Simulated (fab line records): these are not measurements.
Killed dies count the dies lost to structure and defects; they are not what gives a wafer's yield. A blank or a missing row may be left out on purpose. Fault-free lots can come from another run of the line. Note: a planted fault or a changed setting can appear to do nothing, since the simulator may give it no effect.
Which tool is to blame?	flow nand harc	12 lots with 36 wafers sampled at 5 steps, on a route of 1302 steps

## WHAT THE GAUGES READ, wafer by wafer
NHARC_END_SORT_01. Usual: defect limited yield 92 %, standard deviation 3; killed at array 52, standard deviation 20; killed at other 1.0, standard deviation 1.3; killed at periphery 3.7, standard deviation 2.2; killed dies 57, standard deviation 20; killed open 3.2, standard deviation 1.6; killed short 2.4, standard deviation 1.6; sort_bin_2_pct 2.9 %, standard deviation 1.4; sort_bin_3_pct 0.6 %, standard deviation 0.41; sort_bin_4_pct 4.8 %, standard deviation 1.5; sort n pass 620, standard deviation 20; sort rim yield pct 93 %, standard deviation 3.5; sort yield pct 92 %, standard deviation 3.
lot	measured	on	defect limited yield (%)	killed at array	killed at other	killed at periphery	killed dies	killed open	killed short	sort_bin_2_pct (%)	sort_bin_3_pct (%)	sort_bin_4_pct (%)	sort n pass	sort rim yield pct (%)	sort yield pct (%)	flag
L326	day 28 17:42	prober-01	0 0 0	676 671 672	0 2 3	1 4 2	677 677 677	5 3 1	4 5 4	92.5 91.6 93.1	0.6 1.6 1.0	6.9 6.8 5.9	0 0 0	0 0 0	0 0 0	OFF
L329	day 29 10:06	prober-02	0 0 0	671 675 673	1 0 1	5 2 3	677 677 677	3 9 5	2 0 0	95.9 96.9 96.3	0.4 0.3 0.3	3.7 2.8 3.4	0 0 0	0 0 0	0 0 0	OFF

## EACH LOT AND THE TOOL THAT RAN IT (in order: tool; ch and the chambers of the sampled wafers; start)
lot	NHARC_A_M0_DEP_32	NHARC_A_M1_ETCH_15	NHARC_A_M1_PRE_CLEAN_30	NHARC_A_M1_ANNEAL_31
L318	pecvd-04 ch 0,1, day 23 12:44	rie diel-02 ch 0,1, day 23 14:17	pvd sputter-01, day 23 16:04 or earlier	rtp anneal-02 ch 0, day 23 16:04
L320	pecvd-01 ch 0,1, day 24 13:04	rie diel-02 ch 0,1,3, day 24 14:34	pvd sputter-03, day 24 16:14 or earlier	rtp anneal-02 ch 0, day 24 16:14
L321	pecvd-04 ch 1,2, day 24 14:44	rie diel-13 ch 0,2, day 24 16:28	pvd sputter-02, day 24 18:10 or earlier	rtp anneal-02 ch 0, day 24 18:10
L322	pecvd-04 ch 1,2, day 25 12:26	rie diel-02 ch 0,3, day 25 14:04	pvd sputter-03, day 25 15:39 or earlier	rtp anneal-02 ch 0, day 25 15:39
L323	pecvd-04 ch 0,2, day 25 18:50	rie diel-13 ch 1,3, day 25 20:25	pvd sputter-02, day 25 21:59 or earlier	rtp anneal-02 ch 0, day 25 21:59
L324	pecvd-01 ch 0,1,2, day 25 20:13	rie diel-13 ch 1,2,3, day 25 21:40	pvd sputter-01, day 25 23:16 or earlier	rtp anneal-01 ch 0, day 25 23:16
L327	pecvd-01 ch 0,1, day 26 23:00	rie diel-02 ch 0,1,3, day 27 00:35	pvd sputter-02, day 27 02:16 or earlier	rtp anneal-01 ch 0, day 27 02:16
L326	pecvd-04 ch 1,2, day 27 04:23	rie diel-02 ch 0,1, day 27 05:57	pvd sputter-02, day 27 07:40 or earlier	rtp anneal-02 ch 0, day 27 07:40
L329	pecvd-02 ch 0,1, day 27 20:17	rie diel-02 ch 0,1,2, day 27 21:42	pvd sputter-01, day 27 23:32 or earlier	rtp anneal-02 ch 0, day 27 23:32
L338	pecvd-01 ch 1,2, day 31 21:46	rie diel-13 ch 1,2, day 31 23:12	pvd sputter-02, day 32 00:58 or earlier	rtp anneal-01 ch 0, day 32 00:58
L337	pecvd-04 ch 0,1,2, day 31 23:15	rie diel-13 ch 1,2,3, day 32 01:01	pvd sputter-02, day 32 02:39 or earlier	rtp anneal-01 ch 0, day 32 02:39
L339	pecvd-02 ch 0,1,2, day 32 19:19	rie diel-06 ch 0,2, day 32 20:53	pvd sputter-02, day 32 22:40 or earlier	rtp anneal-02 ch 0, day 32 22:40
- NHARC_A_M0_DEP_32: deposits SiCN, target thk 30 nm.
- NHARC_A_M1_ETCH_15: etches the open film in C4F8/Ar, target depth 182.5 nm, time 91.2 s.
- NHARC_A_M1_PRE_CLEAN_30: time 30 s.
- NHARC_A_M1_ANNEAL_31: time 90 s.

## AS READ BY THE TOOLS THEMSELVES (means over the sampled wafers that have a number; for cases with no such wafer, the mark the record gives instead)
NHARC_A_M0_DEP_32. Usual: heater power w 572 W, standard deviation 68; susceptor temp C 370.05 C, standard deviation 0.21.
lot	tool	heater power w (W)	susceptor temp C (C)	flag
L318	pecvd-04	618	370.03	
L320	pecvd-01	547	369.95	
L321	pecvd-04	622	370.17	
L322	pecvd-04	644	370.10	
L323	pecvd-04	618	369.94	
L324	pecvd-01	520	369.95	
L327	pecvd-01	556	370.11	
L326	pecvd-04	617	369.94	
L329	pecvd-02	602	369.98	
L338	pecvd-01	530	369.97	
L337	pecvd-04	569	370.09	
L339	pecvd-02	533	370.13	

NHARC_A_M1_ETCH_15. Usual: bias w 300.0 W, standard deviation 0.83; chamber pressure mTorr 25.000 mTorr, standard deviation 0.022; oes product au 0.948 a.u., standard deviation 0.022; rf vpp V 442.6 V, standard deviation 2.5.
lot	tool	bias w (W)	chamber pressure mTorr (mTorr)	oes product au (a.u.)	rf vpp V (V)	flag
L318	rie diel-02	300.5	25.001	0.924	441.6	
L320	rie diel-02	299.5	25.022	0.963	442.9	
L321	rie diel-13	300.2	25.013	0.963	441.8	
L322	rie diel-02	299.9	24.989	0.967	441.6	
L323	rie diel-13	299.4	24.984	0.921	444.8	
L324	rie diel-13	300.7	25.015	0.963	443.4	
L327	rie diel-02	299.1	24.971	0.959	443.3	
L326	rie diel-02	-	-	-	-	OFF
L329	rie diel-02	-	-	-	-	OFF
L338	rie diel-13	300.8	24.999	0.967	443.1	
L337	rie diel-13	300.0	24.993	0.968	441.4	
L339	rie diel-06	300.2	25.001	0.972	437.2	

NHARC_A_M1_PRE_CLEAN_30. Usual: heater power w 410 W, standard deviation 27; susceptor temp C 280.01 C, standard deviation 0.19.
lot	tool	heater power w (W)	susceptor temp C (C)	flag
L318	pvd sputter-01	417	280.12	
L320	pvd sputter-03	424	280.24	
L321	pvd sputter-02	415	279.95	
L322	pvd sputter-03	429	280.04	
L323	pvd sputter-02	403	279.92	
L324	pvd sputter-01	420	280.15	
L327	pvd sputter-02	400	279.95	
L326	pvd sputter-02	406	-	OFF
L329	pvd sputter-01	436	280.05	
L338	pvd sputter-02	396	280.06	
L337	pvd sputter-02	398	279.99	
L339	pvd sputter-02	395	-	OFF

NHARC_A_M1_ANNEAL_31. Usual: wafer_temp_C_max reads 226.0 (standard deviation 0.3).
lot	tool	wafer_temp_C_max	flag
L318	rtp anneal-02	226.0	
L320	rtp anneal-02	226.1	
L321	rtp anneal-02	226.0	
L322	rtp anneal-02	226.0	
L323	rtp anneal-02	226.0	
L324	rtp anneal-01	225.9	
L327	rtp anneal-01	225.5	
L326	rtp anneal-02	225.9	
L329	rtp anneal-02	226.0	
L338	rtp anneal-01	225.8	
L337	rtp anneal-01	225.8	
L339	rtp anneal-02	226.0	

## THE ANSWER, worked out from the rows above alone
Rule: lot off if the mean of its wafers having a number is beyond 3 standard deviations from the usual mean. Also off: a lot with no number at a reading for which 4 or more lots have one. The other lots that the step has rows for count as sound. The gauges are gone through in route order, then the tools' own readings, and for those a lot's mean is taken as printed above. At the first step where some lot is off, the reading lying furthest off is the one used; lots without a number count as furthest.
Off, at NHARC_END_SORT_01 on sort_bin_2_pct: L326, L329. Neither off nor sound, because the step has no rows for them: L318, L320, L321, L322, L323, L324, L327, L338, L337, L339.
If a tool, at a process step before that reading, ran all the lots that are off and no sound lot after the first of them, it fits. The gauges at NHARC_END_SORT_01 aren't tried: what is off there is off at NHARC_A_M1_ETCH_15 too, on other tools, and a gauge's error can't cause that. NHARC_A_M1_PRE_CLEAN_30: start missing for some lots; hours and lot order therefore follow NHARC_A_M1_ANNEAL_31. This does not decide it: 2 tools fit, namely rie diel-02 at NHARC_A_M1_ETCH_15 and rtp anneal-02 at NHARC_A_M1_ANNEAL_31.

## WHAT HAD BEEN PUT IN BY THE SIMULATOR
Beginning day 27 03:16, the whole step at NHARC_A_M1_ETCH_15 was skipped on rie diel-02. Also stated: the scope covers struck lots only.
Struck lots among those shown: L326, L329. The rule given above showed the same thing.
